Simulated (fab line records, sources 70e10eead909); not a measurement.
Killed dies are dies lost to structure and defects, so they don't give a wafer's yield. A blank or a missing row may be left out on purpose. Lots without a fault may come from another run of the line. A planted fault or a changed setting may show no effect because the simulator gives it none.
Which tool did it? | flow nand_harc | 6 lots, 18 wafers sampled, at 5 steps of a route of 1302

WHAT THE GAUGES READ, wafer by wafer
NHARC_END_SORT_01.
lot  | measured     | on        | killed_at_other
L434 | day 24 20:49 | prober-01 | 0 0 0
L438 | day 27 03:26 | prober-02 | 1 0 0
L443 | day 28 09:23 | prober-01 | 1 1 0
L449 | day 30 13:36 | prober-02 | 0 0 2
L451 | day 31 19:07 | prober-02 | 0 1 1
L455 | day 33 09:22 | prober-02 | 1 0 1

WHICH TOOL RAN EACH LOT (tool, then ch and the chambers of the sampled wafers, then the start)
lot  | NHARC_P_M2_ETCH_15                            | NHARC_P_M2_ECD_22              | NHARC_P_M2_CMP_23             | NHARC_P_M2_PRE_CLEAN_32
L434 | rie_diel-08 ch 0,2, day 6 21:40 or earlier    | ecd_cu-01 ch 1, day 6 21:40    | cmp-01 ch 0,3, day 6 22:20    | pecvd-04 ch 0,2, day 6 22:55
L438 | rie_diel-09 ch 0,1,3, day 8 20:04 or earlier  | ecd_cu-02 ch 0,1, day 8 20:04  | cmp-03 ch 0,1,2, day 8 20:42  | pecvd-04 ch 0,1,2, day 8 21:14
L443 | rie_diel-03 ch 0,1, day 10 18:48 or earlier   | ecd_cu-01 ch 0, day 10 18:48   | cmp-01 ch 1,2,3, day 10 19:33 | pecvd-01 ch 1,2, day 10 20:04
L449 | rie_diel-09 ch 0,1,3, day 13 05:38 or earlier | ecd_cu-02 ch 0,1, day 13 05:38 | cmp-03 ch 1,2,3, day 13 06:22 | pecvd-04 ch 0,1,2, day 13 06:54
L451 | rie_diel-08 ch 0,2,3, day 14 05:42 or earlier | ecd_cu-02 ch 0,1, day 14 05:42 | cmp-03 ch 0,2,3, day 14 06:25 | pecvd-04 ch 0,1,2, day 14 06:58
L455 | rie_diel-09 ch 1,2, day 15 16:20 or earlier   | ecd_cu-02 ch 0,1, day 15 16:20 | cmp-02 ch 0,3, day 15 17:03   | pecvd-02 ch 1,2, day 15 17:35
- NHARC_P_M2_ETCH_15: etches the open film in C4F8/Ar, target depth 182.5 nm, time 91.2 s.
- NHARC_P_M2_ECD_22: material Cu, target thk 400 nm.
- NHARC_P_M2_CMP_23: polishes, t overpolish 20 s, target thk 144.3 nm.
- NHARC_P_M2_PRE_CLEAN_32: time 12 s.

THE ANSWER, worked out from the rows above alone
Rule: what is usual is taken from the lots themselves. Put in order of their means at a reading, lots are off if they are a third of the lots or fewer, leave a main group of 4 or more, and stand apart from it by a gap of 3 or more times the standard deviation of the main group's means; of several such gaps the widest counts. A main group whose means are all the same, to the digits that the tables above print for the reading, isn't used. A lot without any number at a reading at which 4 lots or more have one is off too. The other lots that the step has rows for count as sound.
No lot is off at any reading shown: from this, nothing can be told.

WHAT THE SIMULATOR HAD PUT IN
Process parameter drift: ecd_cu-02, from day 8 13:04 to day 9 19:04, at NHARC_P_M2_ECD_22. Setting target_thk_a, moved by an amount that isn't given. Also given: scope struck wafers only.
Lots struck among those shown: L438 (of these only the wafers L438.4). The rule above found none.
